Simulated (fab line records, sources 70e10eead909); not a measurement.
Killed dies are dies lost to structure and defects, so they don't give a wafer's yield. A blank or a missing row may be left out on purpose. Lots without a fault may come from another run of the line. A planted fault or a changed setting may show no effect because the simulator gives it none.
Chamber matching | flow nand_harc | NHARC_P_M2_DESCUM_14 on rie_diel-04: 4 sister chambers
The step chemistry O2, time 3 s. 4 wafers are shown with their chamber, then 9 later ones without.

WAFERS WITH THEIR CHAMBER
wafer  | chamber | oes_product_au (a.u.)
L092.2 | 2       | 1.008
L091.6 | 0       | 1.004
L094.3 | 1       | 1.008
L094.6 | 3       | 0.986

WAFERS WITHOUT THEIR CHAMBER
wafer  | oes_product_au (a.u.)
L095.2 | 1.009
L095.4 | 0.999
L095.5 | 0.997
L097.1 | 0.997
L097.2 | 0.998
L097.6 | 0.995
L096.1 | 1.000
L096.4 | 1.005
L096.5 | 0.996

WHICH CHAMBER EACH WENT THROUGH
wafer  | from the rows above               | in truth
L095.2 | can't be placed: 1 or 2 or 0      | 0
L095.4 | can't be placed: 0 or 1 or 2 or 3 | 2
L095.5 | can't be placed: 0 or 1 or 2 or 3 | 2
L097.1 | can't be placed: 0 or 1 or 2 or 3 | 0
L097.2 | can't be placed: 0 or 1 or 2 or 3 | 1
L097.6 | can't be placed: 0 or 3 or 1 or 2 | 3
L096.1 | can't be placed: 0 or 1 or 2 or 3 | 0
L096.4 | can't be placed: 0 or 1 or 2      | 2
L096.5 | can't be placed: 0 or 3 or 1 or 2 | 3
Placed correctly: 0 of 9. Can't be placed from these rows: 9 (the true chamber is among the candidates in 9). Placed wrongly: 0.
How it was worked out, from the rows above alone: a wafer's distance from a chamber is the root of the sum, over the readings, of the square of ((its reading less the chamber's mean) divided by the reading's scatter). The wafer belongs to the nearest chamber; if the next one is less than 2 further off, it can't be placed. A chamber's mean is the mean of its shown wafers. The scatter: with one shown wafer a chamber, the root of the mean of the squares of how far each hidden wafer lies from its nearest shown one.
